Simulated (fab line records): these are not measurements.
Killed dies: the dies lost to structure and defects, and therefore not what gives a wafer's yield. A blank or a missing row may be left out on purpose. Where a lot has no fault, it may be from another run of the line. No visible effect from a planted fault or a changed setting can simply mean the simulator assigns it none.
fab line records    flow nandHarc
record lots=6  wafers=18  lastDay=23
route steps=1159 shown A_SLIT@801 A_SIN_REMOVE@804 A_WL_FILL@809 A_CONTACT@840 END@1159
lots with no fault: from the same line, run without faults
startH: hours from the record's opening day to when the first of the lot's shown wafers began    waitH: hours since the lot's step before    " repeats the value in the row above    L1.1+2: several wafers, shown together as one row    - no value, or no start was given    * or withheld: withheld    < > ~ a bound
route shown NAME@n: NAME is a module with steps in the file, n the number in the route of the first one    usual: the fault-free wafers' mean and standard deviation    same: alike in all rows    chamber/n: place in a boat    sites: each site's reading    _std_site: standard deviation across them    _edge_site: inner sites' mean taken away from outer sites' mean    radiusMm: for every site, how far away it sits from the centre of the wafer    mask NAME#n: copy n    behind: the tool/chamber that last shaped the wafer    hold: cause of the lot's hold/its duration in hours/its outcome    device: transistor that didn't switch, given as n, p or np    end of line: the route-end tests of the same wafers    where a step has no rows: the recipe by itself    killed: the dies lost at the first sort to structure and to defects; this is not the yield of the wafer    map: a wafer's dies, x killed, . not, _ none there
set.NAME: the setting that was run; set.NAME@STEP: the one run at that earlier step    model.NAME: the simulator's own value behind a step, which no gauge read
lots at some steps of the route; a table a step, a row a wafer
services: a tool's chamber out of use, with start hour (startH, from the record's first day; less than 0 if before it), hours out, and reason
## steps
# step NHARC_A_SLIT_PRECLEAN_19
# recipe timeS=*  tempC=50  bathAgeMin=0  chemistry=SC1
# step NHARC_A_SLIT_SRD_20
# step NHARC_A_SLIT_CD_MEAS_21
# usual cdNm=289.7/0.89
lot.wafer  tool      chamber  startH  waitH  cdNm
L169.2     cdSem-01  -        329.54  -      288.3
L169.3     "         -        "       "      289.7
L169.6     "         -        "       "      289.2
L170.1     cdSem-01  -        330.68  -      289.9
L170.4     "         -        "       "      289.7
L170.6     "         -        "       "      288.5
L173.4     cdSem-01  -        353.91  -      289.7
L173.5     "         -        "       "      290.4
L173.6     "         -        "       "      289.5
L184.1     cdSem-02  -        416.40  -      289.6
L184.2     "         -        "       "      289.1
L184.6     "         -        "       "      289.9
L186.2     cdSem-01  -        422.53  -      289.9
L186.3     "         -        "       "      290.4
L186.4     "         -        "       "      289.3
L188.2     cdSem-02  -        438.58  -      289.7
L188.3     "         -        "       "      290.1
L188.5     "         -        "       "      289.7
# step NHARC_A_SIN_REMOVE_WET_00
# recipe tempC=160  timeS=15300  chemistry=H3PO4
# step NHARC_A_SIN_REMOVE_PRECLEAN_01
# recipe timeS=*  tempC=50  bathAgeMin=0  chemistry=SC1
# step NHARC_A_SIN_REMOVE_SRD_02
# step NHARC_A_SIN_REMOVE_INSPECT_04
# usual rawDefectCount=290/67
lot.wafer  tool              chamber  startH  waitH  rawDefectCount
L169.2     defectInspect-01  -        337.23  0.0    260
L169.3     "                 -        "       "      217
L169.6     "                 -        "       "      276
L170.1     defectInspect-02  -        337.23  0.0    213
L170.4     "                 -        "       "      390
L170.6     "                 -        "       "      295
L173.4     defectInspect-02  -        361.56  0.0    182
L173.5     "                 -        "       "      238
L173.6     "                 -        "       "      218
L184.1     defectInspect-02  -        422.32  0.0    255
L184.2     "                 -        "       "      246
L184.6     "                 -        "       "      197
L186.2     defectInspect-01  -        430.18  0.0    251
L186.3     "                 -        "       "      326
L186.4     "                 -        "       "      460
L188.2     defectInspect-01  -        446.23  0.0    257
L188.3     "                 -        "       "      252
L188.5     "                 -        "       "      321
# step NHARC_A_WL_FILL_ALD_00
# recipe targetThkA=30  pulseTimeS=3  aldCycles=30  tempC=300  material=Al2O3
# step NHARC_A_WL_FILL_RTA_01
# recipe tempC=1000  timeS=5
# step NHARC_A_WL_FILL_ALD_02
# recipe targetThkA=20  pulseTimeS=3  aldCycles=100  tempC=450  material=TiN
# usual heaterPowerOuterW=678/96  heaterPowerW=1082/150  precursorPulseHeightRel=1.000/0.019
lot.wafer  tool         chamber  startH  waitH  heaterPowerOuterW  heaterPowerW  precursorPulseHeightRel
L170.4     aldMetal-02  2        337.95  0.1    755                1293          0.995
L170.1     "            1        "       "      783                1253          0.998
L170.6     "            2        "       "      740                1289          1.004
L169.3     aldMetal-04  1        338.15  0.2    634                1022          1.007
L169.2     "            3        "       "      679                1029          1.013
L169.6     "            0        "       "      807                1179          0.993
L173.4     aldMetal-02  1        362.10  0.1    756                1217          0.957
L173.5     "            1        "       "      775                1267          0.955
L173.6     "            2        "       "      758                1297          1.017
L184.1     aldMetal-03  3        423.11  0.3    712                1229          0.996
L184.2     "            0        "       "      570                931           1.007
L184.6     "            1        "       "      538                859           1.000
L186.2     aldMetal-03  0        430.72  0.2    577                900           0.994
L186.4     "            1        "       "      529                847           1.012
L186.3     "            2        "       "      569                972           0.987
L188.3     aldMetal-02  0        446.81  0.2    614                980           1.024
L188.2     "            1        "       "      831                1330          1.022
L188.5     "            3        "       "      620                1056          1.012
# step NHARC_A_WL_FILL_CVD_03
# recipe targetThkA=400  tempC=300  pressureTorr=40  wf6FlowSccm=40  h2FlowSccm=1600  arFlowSccm=1560  timeS=3302  material=W
# usual chamberPressureTorr=40.00/0.082  heaterPowerOuterW=282/41  heaterPowerW=507/54  throttleValvePct=8.2/0.35
lot.wafer  tool     chamber  startH  waitH  chamberPressureTorr  heaterPowerOuterW  heaterPowerW  throttleValvePct
L170.1     cvdW-02  0        343.70  5.4    40.08                348                596           7.9
L170.4     "        0        346.51  8.2    39.91                353                609           8.0
L170.6     "        0        348.39  10.1   40.07                363                603           7.9
L169.2     cvdW-01  0        344.39  5.9    39.90                231                444           8.3
L169.3     "        1        345.80  7.3    39.98                267                538           8.0
L169.6     "        1        "       "      39.79                271                529           7.9
L173.4     cvdW-02  0        365.00  2.5    39.90                361                603           7.8
L173.6     "        0        "       "      40.04                365                608           7.9
L173.5     "        1        "       "      40.03                273                478           8.5
L184.1     cvdW-02  1        423.66  0.2    40.15                287                481           8.6
L184.2     "        0        "       "      39.99                330                553           7.9
L184.6     "        0        426.00  2.6    39.91                330                593           7.7
L186.2     cvdW-02  0        433.03  1.9    40.18                335                570           7.6
L186.4     "        0        "       "      40.11                334                565           7.6
L186.3     "        1        "       "      40.11                285                509           8.8
L188.2     cvdW-01  1        451.31  4.2    40.00                280                520           8.0
L188.3     "        0        "       "      39.99                236                446           8.5
L188.5     "        0        "       "      39.97                236                447           8.7
# step NHARC_A_WL_FILL_ETCHBACK_04
# recipe targetDepthA=600  timeS=120  chemistry=NF3
# usual drypumpMotorCurrentA=5.9/0.36  oesProductAu=1.003/0.01
lot.wafer  tool         chamber  startH  waitH  drypumpMotorCurrentA  oesProductAu  rfHoursCounterH
L169.2     rieMetal-01  0        347.71  2.9    6.0                   1.005         0.0
L169.3     "            0        "       "      6.0                   1.002         -
L169.6     "            1        "       "      5.6                   1.012         -
L170.1     rieMetal-03  1        349.84  5.2    5.9                   1.004         1.9
L170.4     "            0        "       "      6.5                   1.007         -
L170.6     "            0        "       "      6.5                   0.997         -
L173.4     rieMetal-02  0        367.44  2.0    5.1                   1.001         -
L173.6     "            1        "       "      5.8                   0.998         -
L173.5     "            0        "       "      5.1                   1.004         -
L184.2     rieMetal-01  1        426.96  2.4    5.5                   1.014         2.1
L184.1     "            0        "       "      6.0                   1.007         2.5
L184.6     "            0        "       "      6.0                   0.999         -
L186.2     rieMetal-01  1        436.31  2.8    5.5                   1.014         2.4
L186.4     "            1        "       "      5.5                   1.017         -
L186.3     "            0        "       "      6.1                   1.000         -
L188.2     rieMetal-01  0        454.17  2.4    6.1                   1.004         3.4
L188.3     "            1        "       "      5.5                   1.011         -
L188.5     "            1        "       "      5.5                   1.010         -
# step NHARC_A_WL_FILL_ETCHBACK_05
# recipe targetDepthA=220  timeS=60  tempC=40  chemistry=Cl2/BCl3
# step NHARC_A_WL_FILL_STRIP_27
# recipe powerW=1500  tempC=250  timeS=20  chemistry=N2/H2
# usual drypumpMotorCurrentA=5.7/0.31  heaterPowerW=364/41
lot.wafer  tool            chamber  startH  waitH  drypumpMotorCurrentA  heaterPowerW  rfHoursCounterH
L169.2     plasmaAsher-01  0        348.12  0.1    6.3                   364           21
L169.3     "               0        "       "      6.2                   350           -
L169.6     "               1        "       "      5.5                   394           -
L170.1     plasmaAsher-02  1        350.20  0.1    5.7                   285           54
L170.4     "               1        "       "      5.7                   292           -
L170.6     "               0        "       "      5.4                   351           -
L173.4     plasmaAsher-01  0        367.86  0.2    6.2                   362           -
L173.6     "               0        "       "      6.3                   369           -
L173.5     "               1        "       "      5.5                   385           -
L184.1     plasmaAsher-01  0        427.36  0.1    6.2                   360           51
L184.2     "               1        "       "      5.5                   399           51
L184.6     "               1        "       "      5.5                   406           -
L186.2     plasmaAsher-01  0        436.69  0.1    6.2                   360           54
L186.3     "               0        "       "      6.2                   362           -
L186.4     "               1        "       "      5.5                   402           -
L188.2     plasmaAsher-02  0        455.18  0.7    5.4                   405           29
L188.3     "               0        "       "      5.4                   402           -
L188.5     "               1        "       "      5.7                   302           -
# step NHARC_A_WL_FILL_STRIP_28
# recipe timeS=1200  tempC=72.5  chemistry=postEtchResidueRemover
# step NHARC_A_WL_FILL_PRECLEAN_06
# recipe timeS=300  chemistry=DIW
# step NHARC_A_WL_FILL_SRD_07
# step NHARC_A_WL_FILL_ANNEAL_08
# recipe tempC=450  timeS=1800
# step NHARC_A_WL_FILL_ALD_10
# recipe targetThkA=500  pulseTimeS=10  aldCycles=500  tempC=300  material=SiO2
# usual heaterPowerOuterW=245/21  heaterPowerW=446/43  precursorPulseHeightRel=1.002/0.022
lot.wafer  tool      chamber  startH  waitH  heaterPowerOuterW  heaterPowerW  precursorPulseHeightRel
L169.3     aldHk-04  0        354.77  0.1    236                439           1.011
L169.2     "         2        355.79  1.1    228                418           1.000
L169.6     "         0        356.80  2.1    237                436           0.984
L170.1     aldHk-03  3        355.28  0.6    272                503           0.990
L170.4     "         0        "       "      256                489           1.019
L170.6     "         2        356.83  2.1    247                453           0.999
L173.4     aldHk-02  2        375.25  3.2    254                440           1.007
L173.5     "         2        377.32  5.3    254                439           1.010
L173.6     "         3        "       "      235                416           1.036
L184.2     aldHk-02  3        435.69  2.9    236                410           0.977
L184.1     "         0        "       "      206                367           0.997
L184.6     "         3        437.74  4.9    240                414           0.999
L186.2     aldHk-03  1        445.46  0.1    224                404           1.010
L186.3     "         3        446.47  1.1    271                508           0.952
L186.4     "         0        "       "      257                505           1.000
L188.3     aldHk-03  2        461.22  0.6    244                445           1.002
L188.2     "         0        462.26  1.6    260                490           1.007
L188.5     "         2        463.31  2.7    245                449           0.992
# step NHARC_A_WL_FILL_ETCHBACK_16
# recipe targetDepthA=880  timeS=17.6  c4f8FlowSccm=withheld  o2FlowSccm=8  arFlowSccm=withheld  rfW=600  biasW=800  chemistry=C4F8/O2/Ar
# step NHARC_A_WL_FILL_STRIP_29
# recipe timeS=20  o2FlowSccm=500  arFlowSccm=0  biasW=0  chemistry=O2
# step NHARC_A_WL_FILL_ETCHBACK_17
# recipe targetDepthA=40  timeS=26.7  chemistry=Cl2/BCl3
# step NHARC_A_WL_FILL_PRECLEAN_18
# recipe timeS=30  chemistry=dHF
# step NHARC_A_WL_FILL_SRD_21
# step NHARC_A_WL_FILL_CVD_23
# recipe targetThkA=400  tempC=620  pressureMtorr=200  timeS=800  material=poly-Si
# step NHARC_A_WL_FILL_ETCHBACK_26
# recipe targetDepthA=520  timeS=13.3  hbrFlowSccm=150  rfW=350  icpW=350  biasW=60  chemistry=HBr
# step NHARC_A_WL_FILL_PRECLEAN_30
# recipe timeS=10  chemistry=dHF
# step NHARC_A_WL_FILL_SRD_14
# step NHARC_A_WL_FILL_ALD_19
# recipe targetThkA=20  pulseTimeS=3  aldCycles=100  tempC=450  material=TiN
# step NHARC_A_WL_FILL_CVD_20
# recipe targetThkA=750  tempC=300  pressureTorr=40  wf6FlowSccm=40  h2FlowSccm=1600  arFlowSccm=1560  timeS=5064  material=W
# step NHARC_A_WL_FILL_CMP_12
# recipe tOverpolishS=30  targetThkNm=75
# step NHARC_A_WL_FILL_SRD_31
# step NHARC_A_WL_FILL_INSPECT_15
# usual rawDefectCount=359/89
lot.wafer  tool              chamber  startH  waitH  rawDefectCount
L170.1     defectInspect-01  -        372.35  0.0    441
L170.4     "                 -        "       "      315
L170.6     "                 -        "       "      587
L169.2     defectInspect-02  -        373.21  0.0    293
L169.3     "                 -        "       "      237
L169.6     "                 -        "       "      206
L173.4     defectInspect-02  -        396.50  0.0    314
L173.5     "                 -        "       "      330
L173.6     "                 -        "       "      320
L184.1     defectInspect-01  -        453.42  0.0    308
L184.2     "                 -        "       "      294
L184.6     "                 -        "       "      339
L186.2     defectInspect-01  -        463.76  0.0    374
L186.3     "                 -        "       "      394
L186.4     "                 -        "       "      299
L188.2     defectInspect-02  -        476.84  0.0    482
L188.3     "                 -        "       "      611
L188.5     "                 -        "       "      510
# step NHARC_A_CONTACT_DEP_24
# recipe targetThkA=5000  tempC=400  pressureTorr=6.5  rfW=900  teosFlowSccm=161.4  flowSccm=2650  targetThkNm=500  gas=O2  material=SiO2
# step NHARC_A_CONTACT_DEP_28
# recipe targetThkA=36000  tempC=400  material=aC
# usual throttleValvePct=35.001/0.0089
lot.wafer  tool       chamber  startH  waitH  throttleValvePct
L170.1     aclDep-02  0        375.43  2.4    34.990
L170.4     "          0        376.52  3.5    35.007
L170.6     "          0        "       "      35.004
L169.2     aclDep-02  0        378.63  4.8    34.980
L169.3     "          0        "       "      34.994
L169.6     "          0        380.11  6.3    34.988
L173.4     aclDep-02  0        398.26  1.2    34.986
L173.5     "          0        "       "      35.025
L173.6     "          0        "       "      34.999
L184.1     aclDep-02  0        454.68  0.6    34.991
L184.2     "          0        "       "      35.007
L186.2     aclDep-01  0        466.20  1.8    34.997
L186.4     "          0        "       "      35.006
L188.2     aclDep-02  0        479.47  1.7    35.005
L188.3     "          0        "       "      35.006
L188.5     "          0        "       "      35.001
# step NHARC_END_SORT_01
# recipe tempC=25
# usual killedAtArray=25/9.2  killedAtOther=0.8/1.2  killedAtPeriphery=3.9/2.6  killedDies=30/9.7  killedOpen=3.4/1.9  killedShort=2.0/1.4
# same grossDies=677
lot.wafer  tool       chamber  startH  waitH  killedAtArray  killedAtOther  killedAtPeriphery  killedDies  killedOpen  killedShort
L184.6     prober-01  0        540.13  4.1    562            4              8                  574         4           3
L186.3     prober-01  0        545.54  3.1    624            3              2                  629         1           5
# killed by level:class
L184.6 A_WL_FILL:areaCvd=528 A_SLIT:chamberFilmFlake=13 A_CONTACT:chamberFilmFlake=7 A_ZERO_WELL:chamberFilmFlake=5 A_CHANNEL_HOLE_D1:chamberFilmFlake=4 THIN_TSV:chamberFilmFlake=3 P_CONTACT:geometricParticle:open=2 P_GATE:chamberFilmFlake=2
L186.3 A_WL_FILL:areaCvd=594 A_CHANNEL_HOLE_D1:chamberFilmFlake=16 A_STAIRCASE:chamberFilmFlake=9 A_CHANNEL_FILL_D1:geometricParticle:short=3 THIN_TSV:chamberFilmFlake=3 P_STI:geometricParticle:short=1 P_CONTACT:geometricParticle:open=1 A_ONON_D1:geometricParticle:short=1
# map L184.6 (x killed, . not)
____________x____________
_________.....xx_________
_______.x..xx....._______
______.....x.x..xx.______
_____..xx...x......._____
____.x.xxxxxxxxx.....____
____..xxxxxxxxxxxxx..____
___.xxx.xxxxxxxxxxxx.x___
___.xxxxxxxxxxxxxxxx..___
__...xxxxxxxxxxxxx.x..x__
__...x.xxxxxxxxxxxxxxx.__
_..xxxxxxxxxxxxxxx.xx..._
_.xxxxxxxxxxxxxxxxxxxx.._
_.xxxxxxxxxxxxxxxxxxxxx._
_.xxxxxxxxxxxxxxxxxxxxx._
_xxxxxxxxxxxxxxxxxxxxxx._
..xxxxxxxxxxxxxxxxxxxxxx.
x.xxxxxxxxxxxxxxxxxxxxx..
.xxxxxxxxxxxxxxxxxxxxxxx.
xxxxxxxxxxxxxxxxxxxxxxxx.
x.xxxxxxxxxxxxxxxxxxxxxx.
_.xxxxxxxxxxxxxxxxxxxxx._
_xxxxxxxxxxxxxxxxxxxxxxx_
_xxxxxxxxxxxxxxxxxxxxxxx_
_.xxxxxxxxxxxxxxxxxxx.xx_
_..xxxxxxxxxxxxxxxxxxxx._
__xxxxxxxxxxxxxxxxxxxxx__
__xxxxxxxxxxxxxxxxxxxxx__
___xxxxxxxxxxxxxxxxxxx___
___xxxxxxxxxxxxxxxxxx.___
____xxxxxxxxxxxxxxxxx____
____xxxxxxxxxxxxxxxxx____
_____xxxxxxxxxxxxx.._____
______x.xxxxxxxxxxx______
_______.xx.xxxxxx._______
_________xxxx.xx_________
____________.____________
# map L186.3 (x killed, . not)
____________x____________
_________xxxx.xx_________
_______.x.xxxxx.x._______
______x.x..xxxxxxxx______
_____xxxxxxxxxxxxxxx_____
____..xxxxxxxxxxxxxxx____
____xxxxxxxxxxxxxxxxx____
___.x.xxxxxxxxxxxxxxxx___
___xxx.xxxxxxxxxxxxxxx___
__x.x.xxxxxxxxxxxxxxxxx__
__....xxxxxxxxxxxxxxxxx__
_.x..xx.xxxxxxxxxxxxxxxx_
_xx.xxxxxxxxxxxxxxxxxxxx_
_x.xxxxxxxxxxxxxxxxxxxxx_
_xxxxxxxxxxxxxxxxxxxxxxx_
_..xxxxxxxxxx.xxxxxxxxxx_
xxxx.xxxxxxxxxxxxxxxxxxxx
xxx.xxxxxxxxxxxxxxxxxxxxx
.xx..xxx.xxxxxxxxxxxxxxxx
x..xxxxxxxxxxxxxxxxxxxxxx
.xx.xxxxxxxxxxxxxxxxxxxxx
_xxxxxxxxxxxxxxxxxxxxxxx_
_x.xxxxxxxxxxxxxxxxxxxxx_
_.xxxxxxxxxxxxxxxxxxxxxx_
_xxxxx..xxxxxxxxxxxxxxxx_
_xxxxxxxxxxxxxxxxxxxxxxx_
__xxxxxxxxxxxxxxxxxxx.x__
__.x.xxxxxxxxxxxxxxxxxx__
___xxxxx.xxxxxxxxxxxxx___
___xxxxxxxxxxxxxxxxxxx___
____xxxxxxxxxxxxxxxxx____
____xxxxxxxxxxxxxxxxx____
_____xxxxxxxxx.xxxxx_____
______xxxxxxxxxxxxx______
_______xxxxxxxxxxx_______
_________xxxxxx._________
____________x____________
## services
tool            chamber  startH  hours  kind
aldMetal-03     -        322.00  10.0   pm
aldHk-03        -        322.18  10.0   pm
rieMetal-03     0        323.49  5.8    repair
rieMetal-03     -        324.98  0.5    repair
rieMetal-01     -        332.00  9.0    pm
cvdW-01         1        333.20  9.4    repair
cvdW-02         1        340.53  10.6   repair
aclDep-02       -        349.60  13.0   pm
rieMetal-01     -        354.16  2.7    repair
plasmaAsher-02  -        360.00  9.0    pm
rieMetal-01     1        363.37  11.8   repair
aldMetal-02     -        364.00  10.0   pm
aldHk-04        -        365.67  10.0   pm
rieMetal-02     0        372.22  14.5   repair
cvdW-02         -        376.29  13.0   pm
aldMetal-03     -        379.62  1.8    repair
aldMetal-02     3        383.71  13.3   repair
rieMetal-02     -        388.00  9.0    pm
aldMetal-03     2        400.58  3.5    repair
plasmaAsher-01  -        405.81  1.3    repair
aldMetal-04     -        406.00  10.0   pm
rieMetal-02     0        421.00  22.4   repair
plasmaAsher-01  -        453.09  9.0    pm
aldHk-02        -        461.07  10.0   pm
## key
firstSign step=NHARC_END_SORT_01  reading=killedAtArray  direction=up  sigmas=62  usual=25  struck=593
effect step=NHARC_END_SORT_01  reading=killedDies  direction=up  sigmas=59  usual=30  struck=602
moreKillsBornAt NHARC_A_WL_FILL_CVD_03@cvdW-02=1122
metAt NHARC_A_WL_FILL_CVD_03
struckWafers L184.6,L186.3
laterRowsLeftOut L184.6,L186.3
testerLeftOut L184,L186
onsetBetween 365.00 423.66
fault kind=processParameterDrift  tool=cvdW-02  chamber=-  onsetH=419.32  steps=NHARC_A_WL_FILL_CVD_03  channel=targetThkA  offset=*  shape=step  endH=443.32  scope=struckWafersOnly  actsIn=*  stated=*
# testerLeftOut: of these lots the tester's yield and bins aren't shown, on N5 and GAA mostly nor the transistor test; their killed dies are dies lost to structure and defects alone, not to doping, threshold or leakage, so they don't give the yield
# laterRowsLeftOut: the simulator's readings of these wafers behind a module that went badly wrong aren't trusted and aren't shown, but for the sort
